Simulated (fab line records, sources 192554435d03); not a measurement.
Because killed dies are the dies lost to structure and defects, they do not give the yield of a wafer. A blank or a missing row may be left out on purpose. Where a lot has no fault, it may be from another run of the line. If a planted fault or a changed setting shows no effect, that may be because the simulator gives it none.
A struck lot beside a sound one / flow n5Finfet / 16 out of 1938 route steps
Sound: the wafers L393.1, L393.2, L393.3. Struck: wafer L398.3. The cause is given at the end.
Per side, at each step with rows, come the tool, then ch with its chambers, and then its first start. Under that, the readings that differ: sound wafers / struck wafers / difference of the means / sigmas: that difference in standard deviations of wafers without a fault.
alike: a reading whose means differ by less than 2 such deviations, as well as words and numbers matching on both sides. not compared: withheld readings; readings where some wafer has no value; bounds like >300 that might hide an equal value; numbers whose values overlap and for which the record gives no deviation.
A row with sigmas, a row that says differs or no value, or rows on one side alone: a step with any of these is where the two part. When numbers do not overlap yet have no deviation, they are printed without sigmas and do not part them. Lack of a reading on every wafer of one side parts them only where that side has two or more wafers.

N5_HKMG_FIN_STRIP_93: strips SOC in N2/H2, time 20 s.
  sound on rieDiel-04 ch 0,1,3, day 7 16:06; struck on rieDiel-04 ch 2, day 8 19:12
reading=rfFwdPowerW (W); sound=494.2 494.9 497.5; struck=499.2; difference=+3.7; sigmas=+2
  alike: drypumpMotorCurrentA, oesProductAu, rfVppV, showerheadPlenumPTorr, tempC, throttleValvePct
  not compared: rfHoursCounterH
then, 1 step without rows for these wafers: N5_HKMG_FIN_WET_ETCH_76 (etches Al2O3 in dNH4OH, stops on La2O3, target depth 2.25 nm, rinse time 30 s).
N5_HKMG_FIN_STRIP_60: strips in N2/H2, time 360 s.
  sound on plasmaAsher-01 ch 0,1, day 7 16:15; struck on plasmaAsher-01 ch 0, day 8 19:28
  alike: drypumpMotorCurrentA, heaterPowerW, tempC
  not compared: rfHoursCounterH
then, 2 steps without rows for these wafers: N5_HKMG_FIN_WET_ETCH_77 (etches La2O3 in dHCl, stops on HfO2, target depth 2 nm); N5_HKMG_FIN_WET_ETCH_78 (etches Al2O3 in dNH4OH, stops on La2O3, target depth 4.5 nm, rinse time 30 s).
N5_HKMG_FIN_ALD_79: deposits TiN, target thk 1.5 nm, pulse time 1 s, purge time 3 s.
  sound on aldMetal-02 ch 0,1,3, day 7 16:44; struck on aldMetal-04 ch 1, day 8 19:53
  alike: heaterPowerOuterW, heaterPowerW, precursorPulseHeightRel
  not compared: aldCycles
N5_HKMG_FIN_CVD_62: deposits a-Si from Si2H6, target thk 3 nm, time 20.8 s.
  sound on thermalCvdSi-01 ch 1,2, day 7 17:06; struck on thermalCvdSi-02 ch 1, day 8 20:15
reading=heaterPowerOuterW (W); sound=801 832 767; struck=928; difference=+128; sigmas=+2
reading=heaterPowerW (W); sound=1286 1205 1286; struck=1485; difference=+226; sigmas=+2
then, 5 steps without rows for these wafers: N5_HKMG_FIN_RTA_80 (time 2 s); N5_HKMG_FIN_PRECLEAN_64 (cleans in dHF, time 30 s); N5_HKMG_FIN_WET_ETCH_65 (etches a-Si in TMAH, stops on TiN, time 49 s, target depth 3 nm); N5_HKMG_FIN_WET_ETCH_81 (etches TiN in SC1, stops on HfO2, time 57 s, target depth 6 nm); N5_HKMG_FIN_WET_ETCH_82 (etches La2O3 in dHCl, stops on HfO2, target depth 2 nm, rinse time 30 s).
N5_HKMG_FIN_ALD_36: deposits TiN, target thk 1 nm, pulse time 1 s, purge time 3 s.
  sound on aldMetal-02 ch 0,1,3, day 7 17:41; struck on aldMetal-02 ch 1, day 8 20:40
reading=aldCycles; sound=47 47 47; struck=43; difference=-4; sigmas=
  alike: heaterPowerOuterW, heaterPowerW, precursorPulseHeightRel
N5_HKMG_FIN_THK_MEAS_70: measures by xrf.
  sound: filmMetro-02 at day 7 17:58; struck: filmMetro-02 at day 8 20:56
  alike: HK_THK
-- the record jumps here: 4 days lie between the struck wafers' starts before and after (it left off in module HKMG_FIN and takes up again in module BEOL_M4, whose first step shown is number 1111 of the route) --
N5_BEOL_M4_RC_MEAS_101:
  sound on prober-02 ch 0, day 11 21:58; struck on prober-01 ch 0, day 13 05:53
reading=DIBL_P (mV/V); sound=39.0 38.0 37.6; struck=34.2; difference=-4.0; sigmas=-2
reading=IOFF_P (nA/um); sound=0.273 0.260 0.250; struck=0.186; difference=-0.075; sigmas=-3
reading=ION_P (uA/um); sound=474 468 467; struck=455; difference=-15; sigmas=-3
  alike: DIBL_N, IOFF_N, ION_N, SS_N, SS_P, VT_N, VT_P
following that, these wafers have no rows for 1 step: N5_PASSIVATION_PROBE_49.

## WHERE THEY PART
First at N5_HKMG_FIN_STRIP_93; last, within this record, at N5_BEOL_M4_RC_MEAS_101.

WHY: what the simulator had put in
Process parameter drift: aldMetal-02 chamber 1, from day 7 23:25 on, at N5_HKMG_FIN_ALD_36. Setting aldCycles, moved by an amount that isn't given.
